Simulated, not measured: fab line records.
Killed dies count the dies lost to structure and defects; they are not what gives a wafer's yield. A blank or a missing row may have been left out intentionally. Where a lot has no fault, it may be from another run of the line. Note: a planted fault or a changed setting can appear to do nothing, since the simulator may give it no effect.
fab line records -- flow n5Finfet
record: lots: 5, wafers: 15, lastDay: 18
route steps=1938 shown GATE_CUT@502 MOL_CONTACT_COAG@517 BEOL_M4@1111
lots that met no fault: taken from a fault-free run of the same line
startH: hours from the record's first day to the start of the lot's first wafer shown -- waitH: time in hours since the lot's previous step -- " same as the row above -- L1.1+2: one row covering several wafers at once -- - no value, or no start was given -- * or withheld: withheld -- < > ~ a bound
route shown NAME@n: a module of which the file shows steps, and the number in the route of the first -- usual: mean/standard deviation of fault-free wafers -- same: alike in all rows -- chamber/n: place in a boat -- sites: readings site by site -- _std_site: the values' standard deviation -- _edge_site: inner sites' mean taken away from outer sites' mean -- radiusMm: how far each site lies from the wafer's centre -- mask NAME#n: copy n -- behind: the tool/chamber that last shaped the wafer -- hold: reason for holding the lot/hours on hold/outcome of the hold -- device: which transistor (n, p or np) failed to switch -- end of line: tests run on the same wafers once the route is complete -- where a step has no rows: the recipe by itself -- killed: at the first sort, the dies lost to defects and structure; wafer yield is something else -- map: the dies of a wafer, with x for killed, . for not killed, _ for no die there
set.NAME: the run value of the setting; set.NAME@STEP: its run value at that earlier step -- model.NAME: the simulator's own value behind a step, which no gauge read
a table for each step, a row for each wafer; lots at some steps of the route
services: a tool's chamber out of use, with start hour (startH, from the record's first day; less than 0 if before it), hours out, and reason
== steps ==
step: N5_GATE_CUT_CUT_ETCH_55
recipe: chemistry: BCl3, target: HfO2, maskMaterial: SiO2, targetDepthA: 32, ionEnergyEv: 30, pressureMtorr: 5, icpW: 450, biasW: 18, bcl3FlowSccm: 80
step: N5_GATE_CUT_ETCH_47
recipe: chemistry: Cl2/BCl3, target: SiO2, targetDepthA: 100, pressureMtorr: 10, icpW: 1000, biasW: 126, Cl2_flow_sccm: 53.25, bcl3FlowSccm: 21.75, Ar_flow_sccm: 25
step: N5_GATE_CUT_VAPOR_ETCH_48
recipe: chemistry: BCl3/Cl2, target: TiN, mode: isotropic
step: N5_GATE_CUT_VAPOR_ETCH_49
recipe: chemistry: BCl3/Cl2, target: TiAlC, mode: isotropic
step: N5_GATE_CUT_VAPOR_ETCH_51
recipe: chemistry: BCl3/Cl2, target: HfO2, mode: isotropic
step: N5_GATE_CUT_STRIP_21
recipe: chemistry: N2/H2, timeS: 30, powerW: 1000, tempC: 250, pressureMtorr: withheld, n2FlowSccm: 1750, h2FlowSccm: 3250
step: N5_GATE_CUT_STRIP_29
recipe: chemistry: postEtchResidueRemover, timeS: 60, tempC: 25, removerPh: withheld, removerWaterWtPct: withheld, removerFluorideWtPct: withheld
step: N5_GATE_CUT_SRD_52
recipe: dry: ipaMarangoni, timeS: 30, tempC: 23, rinseLiquid: diw
step: N5_GATE_CUT_ALD_22
recipe: material: SiNx, targetThkA: 160, tempC: 400, aldPrecursorFamily: SiH2I2, aldCoReactant: N2/H2-plasma, pulseTimeS: 1, aldCycles: 320, purgeTimeS: 2, coReactantPurgeTimeS: 2, pressureTorr: 2
step: N5_GATE_CUT_CMP_23
recipe: stopOn: SiO2, tOverpolishS: 23.4, postCmpClean: alkalineBrush, downForcePsi: 2.5, platenRpm: 51.8, padVelocityMS: 1.0307, targetThkNm: 16
step: N5_GATE_CUT_CMP_43
recipe: material: SiO2, postCmpClean: rinseOnly
step: N5_GATE_CUT_CMP_61
recipe: stopOn: SiNx, tOverpolishS: 3, postCmpClean: alkalineBrush, downForcePsi: 4, platenRpm: 27.09, padVelocityMS: 0.539
usual: edgeZonePressureFrac: 1.000/0.0047, headPressurePsi: 4.000/0.0088, motorCurrentA: 11.9/1.6, slurryFlowMlMin: 150.0/0.44
lot.wafer,tool,chamber,startH,waitH,edgeZonePressureFrac,headPressurePsi,motorCurrentA,slurryFlowMlMin,model.SiO2_of_GATE_CUT_HM_DEP_46.thkNm,model.SiNx_of_GATE_CUT_SAC_CAP_01.thkNm
L458.4,cmp-04,1,159.03,0.4,1.001,3.990,13.8,150.0,0,21.2
L458.2,cmp-04,0,159.03,0.4,1.003,3.992,9.0,148.9,0,21.2
L458.6,cmp-04,2,159.03,0.4,1.006,3.985,10.5,149.6,0,21.4
L464.2,cmp-01,0,196.91,0.4,-,-,-,-,5,21.8
L464.1,cmp-01,1,196.91,0.4,-,-,-,-,5,21.6
L464.4,cmp-01,3,196.91,0.4,-,-,-,-,5.2,21.8
L465.1,cmp-04,2,202.45,0.3,-,-,-,-,5,21.6
L465.4,cmp-04,3,202.45,0.3,-,-,-,-,5,21.6
L465.3,cmp-04,0,202.45,0.3,-,-,-,-,5,21.4
L466.3,cmp-04,3,208.01,0.4,-,-,-,-,5,21.6
L466.2,cmp-04,0,208.01,0.4,-,-,-,-,5,21.6
L466.5,cmp-04,3,208.01,0.4,-,-,-,-,5,21.6
L469.4,cmp-01,2,228.77,0.4,1.002,4.001,12.4,150.0,0,21.4
L469.2,cmp-01,0,228.77,0.4,1.004,4.012,14.5,150.3,0,21.4
L469.3,cmp-01,1,228.77,0.4,0.999,3.996,11.8,150.4,0,21.4
step: N5_MOL_CONTACT_COAG_COAT_103
recipe: resist: SOC, tempC: 250, timeS: 60, spinRpm: 1500, resistThkNm: 80
step: N5_MOL_CONTACT_COAG_COAT_104
recipe: resist: SiARC, tempC: 220, timeS: 60, spinRpm: 1500, resistThkNm: 12
step: N5_MOL_CONTACT_COAG_COAT_58
recipe: resist: underlayer, tempC: 205, timeS: 60, spinRpm: 1500, resistThkNm: 10
step: N5_MOL_CONTACT_COAG_COAT_02
recipe: resist: CAR-EUV, spinRpm: 1500, resistThkNm: 30
step: N5_MOL_CONTACT_COAG_EBR_04
recipe: solvent: PGMEA, ebrWidthMm: 1.5
step: N5_MOL_CONTACT_COAG_SOFTBAKE_03
recipe: tempC: 110, timeS: 60, resist: CAR-EUV
step: N5_MOL_CONTACT_COAG_EXPOSE_05
recipe: maskId: CA, na: 0.33, sourceShape: annular, sigmaInner: 0.4, sigmaOuter: 0.8, polarization: unpolarized, defocusNm: 0, doseMj: 38.25
step: N5_MOL_CONTACT_COAG_PEB_06
recipe: pebTempC: 100, pebTimeS: 60, resist: CAR-EUV
step: N5_MOL_CONTACT_COAG_DEVELOP_07
recipe: developTimeS: 30, developer: TMAH, resist: CAR-EUV, rinseLiquid: surfactantRinse, dry: airSpin, devTempC: 23
step: N5_MOL_CONTACT_COAG_DESCUM_13
recipe: chemistry: O2, timeS: 7, sourcePowerW: 50, biasPowerW: 20, pressureMtorr: 20, rfFrequencyHz: 2.712e+07, tempC: 40, resist: CAR-EUV, o2FlowSccm: 225
step: N5_MOL_CONTACT_COAG_ETCH_59
recipe: chemistry: N2/H2, target: underlayer, targetDepthA: 130, maskMaterial: CAR-EUV, timeS: 10.4, ionEnergyEv: 200, pressureMtorr: 30, sourceW: 840, biasW: 150, n2FlowSccm: 200, h2FlowSccm: 200, ends: cleared
step: N5_MOL_CONTACT_COAG_ETCH_105
recipe: chemistry: CF4, target: SiARC, targetDepthA: 156, maskMaterial: CAR-EUV, timeS: 26, ionEnergyEv: 80, pressureMtorr: 40, sourceW: 545, biasW: 36, Ar_flow_sccm: 100, cf4FlowSccm: 100, ends: cleared
step: N5_MOL_CONTACT_COAG_ETCH_106
recipe: chemistry: N2/H2, target: SOC, targetDepthA: 800, overetchA: 160, maskMaterial: SiARC, tempC: 40, timeS: 120, ionEnergyEv: 200, pressureMtorr: 30, sourceW: 840, biasW: 150, n2FlowSccm: 200, h2FlowSccm: 200
step: N5_MOL_CONTACT_COAG_STRIP_107
recipe: chemistry: N2/H2, tempC: 40, n2FlowSccm: 200, h2FlowSccm: 200, rfFrequencyHz: 6e+07
step: N5_MOL_CONTACT_COAG_STRIP_108
recipe: chemistry: N2/H2, tempC: 40, n2FlowSccm: 200, h2FlowSccm: 200, rfFrequencyHz: 6e+07
step: N5_MOL_CONTACT_COAG_CONTACT_ETCH_14
recipe: chemistry: C4F6/O2, target: SiO2, targetDepthA: 275, overetchA: 85, maskMaterial: SOC, pressureMtorr: 30, sourceW: 370, biasW: 185, Ar_flow_sccm: 300, C4F6_flow_sccm: 16, O2_flow_sccm: 10, timeS: 20, ionEnergyEv: 259.6
step: N5_MOL_CONTACT_COAG_STRIP_109
recipe: chemistry: C4F6/O2, resist: SiARC, rfFrequencyHz: 6e+07
step: N5_MOL_CONTACT_COAG_ETCH_15
recipe: chemistry: CH3F/O2, target: SiNx, targetDepthA: 70, maskMaterial: SOC, stopOn: Si:P, overEtchFrac: 0.75, ionEnergyEv: 120, pressureMtorr: 30, sourceW: 395, biasW: 73, Ar_flow_sccm: 150, CH3F_flow_sccm: 30, O2_flow_sccm: 20
step: N5_MOL_CONTACT_COAG_ETCH_110
recipe: chemistry: CF4/O2, target: Si, targetDepthA: 25, timeS: 8, pressureMtorr: 100, sourceW: 200, biasW: 12, ionEnergyEv: 60, Ar_flow_sccm: 100, cf4FlowSccm: 100, O2_flow_sccm: 10
step: N5_MOL_CONTACT_COAG_STRIP_98
recipe: chemistry: N2/H2, powerW: 500, tempC: 40, pressureMtorr: 50, rfFrequencyHz: 6e+07, overashFraction: 0.3, biasPowerW: 8, h2Frac: 0.5, n2FlowSccm: 300, h2FlowSccm: 300
step: N5_MOL_CONTACT_COAG_IMPLANT_129
recipe: species: Ge, energyKev: 3, doseCm2: 6e+14, tiltDeg: 0, rotationDeg: 0
step: N5_MOL_CONTACT_COAG_PRECLEAN_111
recipe: chemistry: NF3:NH3, afsCycles: 1, tempC: 30, timeS: 20, sublimationTempC: 180, sublimationTimeS: 60, pressureTorr: 3, rfPowerW: 30
step: N5_MOL_CONTACT_COAG_TI_SIL_19
recipe: material: Ti, targetThkA: 42, tempC: 200, chamberPressurePa: 5, powerW: 5000, timeS: 15
step: N5_MOL_CONTACT_COAG_CMP_28
recipe: stopOn: SiNx, tOverpolishS: 0.85, postCmpClean: alkalineBrush, downForcePsi: 4.15, platenRpm: 51.8, padVelocityMS: 1.0307, targetThkNm: 14.522
usual: edgeZonePressureFrac: 1.001/0.0049, headPressurePsi: 4.151/0.0087, motorCurrentA: 11.8/1.7, slurryFlowMlMin: 149.9/0.4, timeToEndpointS: 6.0/2.1
lot.wafer,tool,chamber,startH,waitH,edgeZonePressureFrac,headPressurePsi,motorCurrentA,slurryFlowMlMin,timeToEndpointS,model.SiNx_of_GATE_CUT_SAC_CAP_01.thkNm
L458.2,cmp-01,0,171.23,0.9,0.993,4.158,15.3,150.7,3.3,18
L458.4,cmp-01,2,171.23,0.9,0.995,4.136,13.1,150.3,6.0,17.8
L458.6,cmp-01,0,171.23,0.9,1.004,4.148,15.0,150.4,2.0,18
L464.4,cmp-03,0,210.68,0.8,1.005,4.145,10.4,150.5,3.5,18.4
L464.2,cmp-03,1,210.68,0.8,1.002,4.152,10.1,150.0,6.1,18.4
L464.1,cmp-03,3,210.68,0.8,1.002,4.159,12.6,150.9,2.6,18.2
L465.4,cmp-01,3,211.56,0.8,1.004,4.157,12.5,150.0,4.1,18.4
L465.1,cmp-01,0,211.56,0.8,1.005,4.142,15.6,149.8,4.4,18.2
L465.3,cmp-01,1,211.56,0.8,1.007,4.155,12.8,150.5,8.9,18
L466.2,cmp-02,3,218.40,0.8,1.001,4.169,10.2,149.5,7.7,18.2
L466.3,cmp-02,0,218.40,0.8,1.002,4.145,12.6,149.6,5.5,18.2
L466.5,cmp-02,3,218.40,0.8,1.004,4.165,9.9,150.2,10.1,18.2
L469.2,cmp-01,0,235.73,0.8,0.998,4.137,16.1,150.2,3.0,18
L469.4,cmp-01,2,235.73,0.8,1.004,4.164,12.8,150.3,8.7,18
L469.3,cmp-01,3,235.73,0.8,1.005,4.134,12.6,149.9,5.9,18
step: N5_MOL_CONTACT_COAG_THK_MEAS_29
recipe: reads: SiNx_of_GATE_CUT_PECVD_57+SiNx_of_GATE_CUT_SAC_CAP_01
usual: MD_CAP_THK: 17.93/0.095
lot.wafer,tool,chamber,startH,waitH,MD_CAP_THK[nm]
L458.2,filmMetro-01,-,171.49,-,17.95
L458.4,filmMetro-01,-,171.49,-,17.91
L458.6,filmMetro-01,-,171.49,-,18.00
L464.1,filmMetro-02,-,210.98,-,18.14
L464.2,filmMetro-02,-,210.98,-,18.35
L464.4,filmMetro-02,-,210.98,-,18.34
L465.1,filmMetro-02,-,211.85,-,18.29
L465.3,filmMetro-02,-,211.85,-,18.08
L465.4,filmMetro-02,-,211.85,-,18.36
L466.2,filmMetro-02,-,218.65,-,18.24
L466.3,filmMetro-02,-,218.65,-,18.21
L466.5,filmMetro-02,-,218.65,-,18.20
L469.2,filmMetro-02,-,236.03,-,18.03
L469.3,filmMetro-02,-,236.03,-,18.01
L469.4,filmMetro-02,-,236.03,-,17.99
step: N5_MOL_CONTACT_COAG_ETCH_47
recipe: chemistry: CH3F/O2, target: SiNx, targetDepthA: 270, maskMaterial: SiO2, stopOn: W, overEtchFrac: 0.2, ionEnergyEv: 120, endpoint: OES-CN, pressureMtorr: 30, sourceW: 395, biasW: 73, Ar_flow_sccm: 150, CH3F_flow_sccm: 30, O2_flow_sccm: 20, ends: endPoint
usual: O2_flow_sccm: 19.99/0.056, drypumpMotorCurrentA: 5.9/0.59, etchRfOnTimeS: 31.5/0.61, oesProductAu: 0.68/0.045, rfVppV: 300/5.8, showerheadPlenumPTorr: 2.00/0.065, throttleValvePct: 16.40/0.27
lot.wafer,tool,chamber,startH,waitH,O2_flow_sccm,drypumpMotorCurrentA,etchRfOnTimeS,oesProductAu,rfHoursCounterH,rfVppV,showerheadPlenumPTorr,throttleValvePct,model.etch.depthNm,model.MOL_CONTACT_COAG.featureDepthNm
L458.2,rieDiel-05,2,173.09,0.0,20.09,6.3,31.8,0.64,195,294,2.00,16.72,17.98,18.6
L458.4,rieDiel-05,2,173.09,0.0,20.09,6.2,31.3,0.65,-,296,2.00,16.71,17.88,18.4
L458.6,rieDiel-05,1,173.09,0.0,19.93,6.7,32.1,0.69,-,305,2.03,16.07,18,18.6
L464.1,rieDiel-05,3,213.31,0.0,19.96,5.5,32.2,0.75,60,302,1.96,16.26,18.19,18.8
L464.2,rieDiel-05,2,213.31,0.0,20.00,6.3,33.2,0.62,208,296,2.00,16.75,18.4,19
L464.4,rieDiel-05,0,213.31,0.0,19.90,6.4,31.5,0.72,108,306,2.03,16.39,18.34,19
L465.1,rieDiel-05,2,213.93,0.0,19.99,6.3,32.5,0.63,208,294,2.00,16.75,18.28,18.8
L465.3,rieDiel-05,1,213.93,0.0,19.97,6.7,32.4,0.68,125,302,2.03,16.10,18.08,18.8
L465.4,rieDiel-05,0,213.93,0.0,20.07,6.4,31.2,0.74,108,304,2.03,16.40,18.3,19
L466.2,rieDiel-02,2,220.40,0.0,20.01,6.1,32.1,0.68,125,302,2.00,16.34,18.21,18.8
L466.3,rieDiel-02,3,220.40,0.0,19.96,5.7,31.9,0.63,217,295,1.99,16.64,18.25,18.8
L466.5,rieDiel-02,0,220.40,0.0,19.97,5.7,30.9,0.70,-,307,2.00,16.48,18.17,18.8
L469.2,rieDiel-02,3,237.73,0.0,19.99,5.7,32.0,0.62,224,294,1.99,16.64,18.07,18.6
L469.3,rieDiel-02,1,237.73,0.0,20.00,6.7,31.1,0.71,100,292,2.11,16.14,18.01,18.6
L469.4,rieDiel-02,2,237.73,0.0,19.99,6.1,31.4,0.68,131,303,2.00,16.33,18,18.6
step: N5_BEOL_M4_RC_MEAS_101
usual: DIBL_N: 36.3/2, DIBL_P: 36.3/2.4, IOFF_N: 0.16/0.034, IOFF_P: 0.21/0.035, ION_N: 672/12, ION_P: 459/6.5, SS_N: 71.6/0.67, SS_P: 73.3/0.71, VT_N: 250/3.5, VT_P: -251/3
lot.wafer,tool,chamber,startH,waitH,DIBL_N[mV/V],DIBL_P[mV/V],IOFF_N[nA/um],IOFF_P[nA/um],ION_N[uA/um],ION_P[uA/um],SS_N[mV/dec],SS_P[mV/dec],VT_N[mV],VT_P[mV]
L458.2,prober-02,0,260.28,0.2,40.1,40.2,0.22,0.26,698,473,71.9,73.5,244,-249
L458.4,prober-02,0,260.28,0.2,38.7,37.5,0.16,0.21,667,456,72.5,73.5,250,-251
L458.6,prober-02,0,260.28,0.2,38.3,36.6,0.15,0.20,662,453,71.8,73.2,251,-252
L466.2,prober-02,0,296.36,0.2,33.6,32.7,0.13,0.16,674,456,71.3,72.5,251,-253
L466.3,prober-02,0,296.36,0.2,35.7,35.4,0.17,0.19,684,458,71.8,72.8,247,-251
L466.5,prober-02,0,296.36,0.2,36.7,37.5,0.20,0.22,695,467,72.5,73.0,244,-249
L465.1,prober-02,0,308.21,0.0,37.4,37.5,0.17,0.20,680,459,71.4,73.3,249,-252
L465.3,prober-02,0,308.21,0.0,37.2,36.5,0.17,0.19,679,454,72.1,73.0,249,-252
L465.4,prober-02,0,308.21,0.0,35.2,35.1,0.14,0.17,676,457,71.1,73.0,249,-256
L464.1,prober-02,0,318.71,0.0,35.9,35.4,0.17,0.19,672,457,71.6,73.7,249,-253
L464.2,prober-02,0,318.71,0.0,34.7,34.2,0.14,0.18,674,451,71.0,72.9,252,-251
L464.4,prober-02,0,318.71,0.0,37.3,38.2,0.22,0.24,687,459,72.3,74.5,243,-250
L469.2,prober-01,0,326.54,0.2,38.5,39.2,0.23,0.26,693,467,72.8,73.9,242,-247
L469.3,prober-01,0,326.54,0.2,37.8,38.4,0.23,0.26,685,459,72.2,73.7,243,-247
L469.4,prober-01,0,326.54,0.2,38.6,39.4,0.23,0.26,686,460,71.8,74.3,244,-245
== services ==
tool,chamber,startH,hours,kind
rieDiel-05,-,146.10,14.6,pm
cmp-01,-,146.36,4.0,pm
cmp-03,-,147.29,3.1,repair
cmp-01,-,150.36,-,consumableReplace:conditioner
cmp-01,-,150.36,-,consumableReplace:pad
cmp-02,-,156.03,16.5,pm
rieDiel-05,0,161.45,14.5,repair
cmp-01,-,173.90,7.2,repair
rieDiel-05,2,176.47,4.3,repair
cmp-03,-,184.75,1.7,repair
cmp-01,-,187.32,1.9,repair
cmp-03,-,191.84,4.0,pm
cmp-02,-,203.16,2.4,repair
cmp-03,-,205.24,4.4,pm
rieDiel-02,-,212.23,1.0,repair
cmp-01,-,213.33,1.3,repair
cmp-02,-,226.00,6.5,pm
rieDiel-05,3,229.94,6.9,repair
rieDiel-05,2,235.44,7.4,repair
cmp-04,-,236.49,3.8,pm
== key ==
firstSign: step: N5_GATE_CUT_CMP_61, reading: toolRecord, direction: missing
effect: step: N5_MOL_CONTACT_COAG_THK_MEAS_29, reading: MD_CAP_THK, direction: up, sigmas: 3.4, usual: 17.93, struck: 18.25
modelEffect: step: N5_GATE_CUT_CMP_61, value: SiO2_of_GATE_CUT_HM_DEP_46.thkNm, without: 0, struck: 5.022
modelEffect: step: N5_MOL_CONTACT_COAG_CMP_28, value: SiNx_of_GATE_CUT_SAC_CAP_01.thkNm, without: 17.89, struck: 18.24
modelEffect: step: N5_MOL_CONTACT_COAG_ETCH_47, value: etch.depthNm, without: 17.88, struck: 18.25
metAt N5_GATE_CUT_CMP_61
struckWafers L464.1,L464.2,L464.4,L465.1,L465.3,L465.4,L466.2,L466.3,L466.5
onsetBetween 159.03 196.91
fault: kind: skippedStepWhole, tool: cmp-01,cmp-04, chamber: -, onsetH: 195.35, steps: N5_GATE_CUT_CMP_61, scope: struckLotsOnly
